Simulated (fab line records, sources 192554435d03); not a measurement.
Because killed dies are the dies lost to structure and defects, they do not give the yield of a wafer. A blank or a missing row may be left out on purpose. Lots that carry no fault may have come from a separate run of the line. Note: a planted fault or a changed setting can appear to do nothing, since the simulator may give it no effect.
Split-lot study ; flow n5-finfet ; 39 wafers read across 7 lots, on a route 1938 steps long

== ON THE SPLIT ==
At N5_BEOL_M11_TRENCH_ETCH_37 (etches SiCOH lowk in C4F6/O2, target depth 148.83 nm, time 48 s), the setting time-s was moved away from the recipe's 48 s on 15 of the 39 wafers read, by -24.5% to +55.0%. For the rest of the wafers, this setting stayed at what the recipe calls for.

== FROM THE SPLIT TO THE READING: what the file shows between them, 8 steps ==
- N5_BEOL_M11_ETCH_41: etches SiCN in CH3F/O2, target depth 42.6 nm, time 86 s
- N5_BEOL_M11_STRIP_77: strips in N2/H2, time 10 s
- N5_BEOL_M11_OCD_MEAS_38
- N5_BEOL_M11_HM_STRIP_39: strips TiN in peroxide tin strip, target depth 25 nm, time 158 s
- N5_BEOL_M11_SRD_40: time 30 s
- N5_BEOL_M11_ECD_50: material Cu, target thk 318 nm
- N5_BEOL_M11_ANNEAL_51: time 90 s
- N5_BEOL_M11_CMP_52: polishes, stops on SiCOH lowk, t overpolish 7 s, target thk 140 nm

== THE READING ==
M11_THK, in nm, at N5_BEOL_M11_THK_MEAS_53 (measures by xrf). On this fab line, fault-free wafers typically give 139 nm with a standard deviation of 3.4 nm.

wafer;tool, chamber at the split;time-s as run, s;against the recipe;M11_THK, nm;against lot-mates on the recipe
L076.1;rie-diel-02, 2;74.38;+55.0%;216;+80
L076.2;rie-diel-02, 0;48;recipe;135;-
L076.3;rie-diel-02, 1;48;recipe;137;-
L076.4;rie-diel-02, 3;74.38;+55.0%;214;+78
L076.5;rie-diel-02, 3;48;recipe;135;-
L076.6;rie-diel-02, 0;74.38;+55.0%;218;+82
L079.1;rie-diel-02, 0,1;48;recipe;141;-
L079.2;rie-diel-02, 2;70.68;+47.3%;205;+63
L079.3;rie-diel-02, 0,1;48;recipe;144;-
L079.4;rie-diel-02, 3;70.68;+47.3%;214;+72
L079.5;rie-diel-02, 3;48;recipe;142;-
L079.6;rie-diel-02, 2;70.68;+47.3%;207;+65
L082.2;rie-diel-02, 3;48;recipe;140;-
L082.3;rie-diel-02, 0;48;recipe;141;-
L082.5;rie-diel-02, 2;48;recipe;136;-
L086.1;rie-diel-06, 1;48;recipe;138;-
L086.2;rie-diel-06, 0;48;recipe;138;-
L086.3;rie-diel-06, 2;48;recipe;146;-
L086.4;rie-diel-06, 3;48;recipe;142;-
L086.5;rie-diel-06, 3;48;recipe;140;-
L086.6;rie-diel-06, 0;48;recipe;138;-
L091.1;rie-diel-06, 0;48;recipe;139;-
L091.2;rie-diel-06, 1;37.62;-21.6%;104;-37
L091.3;rie-diel-06, 2;48;recipe;144;-
L091.4;rie-diel-06, 3;48;recipe;141;-
L091.5;rie-diel-06, 0;37.62;-21.6%;106;-35
L091.6;rie-diel-06, 3;37.62;-21.6%;106;-35
L092.1;rie-diel-06, 2;48;recipe;145;-
L092.2;rie-diel-06, 3;36.23;-24.5%;101;-41
L092.3;rie-diel-06, 0;36.23;-24.5%;103;-39
L092.4;rie-diel-06, 1;36.23;-24.5%;102;-40
L092.5;rie-diel-06, 3,0;48;recipe;141;-
L092.6;rie-diel-06, 3,0;48;recipe;139;-
L093.1;rie-diel-06, 2;48;recipe;146;-
L093.2;rie-diel-06, 1;66.73;+39.0%;192;+50
L093.3;rie-diel-06, 0;48;recipe;137;-
L093.4;rie-diel-06, 2;48;recipe;144;-
L093.5;rie-diel-06, 1;66.73;+39.0%;194;+52
L093.6;rie-diel-06, 0;66.73;+39.0%;197;+55
The file does not say which wafer passed through which chamber wherever a row lists several chambers: such a row stands for several wafers.

FIT RESULTS
A straight line over all 39 wafers: M11_THK changes by +1.44 nm for each +1% of time-s; r = +1.00; the points scatter about the line by 3.3 nm.
The same after taking each lot's own level away (the mean of its wafers on the recipe; 39 wafers): +1.46 nm for each +1%; r = +1.00; scatter 3.1 nm.
The reading moves by 80 nm for the largest change in time-s, on that fit.
From 135.7 to 142.3 nm: that is the span of the lots' own levels, equal to 2.0 times the standard deviation above.
Consequently the slope shifts little with the lot-to-lot level, the two slopes agreeing.
Check: with one of the wafers moved furthest among these (+55.0%) left out of the fit, the line predicts +78.8 nm for it against its lot-mates. It came out at +80.3 nm against them.

== THE WHOLE CHAIN: every reading that the file lists as answering this split, in the file's order ==
step;what it does;reading;change (the file's fit);r (the file's)
N5_BEOL_M11_TRENCH_ETCH_37;etches SiCOH lowk in C4F6/O2, target depth 148.83 nm, time 48 s;BEOL_M11.feature-depth-nm (the simulator's own value, which no gauge read);+1.41 nm for each +1% of the setting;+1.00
N5_BEOL_M11_TRENCH_ETCH_37;etches SiCOH lowk in C4F6/O2, target depth 148.83 nm, time 48 s;etch.depth-nm (the simulator's own value, which no gauge read);+1.41 nm for each +1% of the setting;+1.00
N5_BEOL_M11_TRENCH_ETCH_37;etches SiCOH lowk in C4F6/O2, target depth 148.83 nm, time 48 s;TiN_of_BEOL_M11_HM_DEP_02.thk-nm (the simulator's own value, which no gauge read);-0.041 nm for each +1% of the setting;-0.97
N5_BEOL_M11_OCD_MEAS_38;;trench-depth-nm;+1.41 nm for each +1% of the setting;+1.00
N5_BEOL_M11_CMP_52;polishes, stops on SiCOH lowk, t overpolish 7 s, target thk 140 nm;Cu_of_BEOL_M11_ECD_50.thk-nm (the simulator's own value, which no gauge read);+1.43 nm for each +1% of the setting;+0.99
N5_BEOL_M11_THK_MEAS_53;measures by xrf;M11_THK;+1.44 for each +1% of the setting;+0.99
N5_BEOL_M11_RS_MEAS_57;measures by four-point-probe;M11_RS;not straight: 0.215 at the lowest setting, 0.151 at the recipe, 0.095 at the highest;not given

== THE FILE'S OWN FIT ==
M11_THK changes by +1.44 nm for each +1% of time-s, r = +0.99.
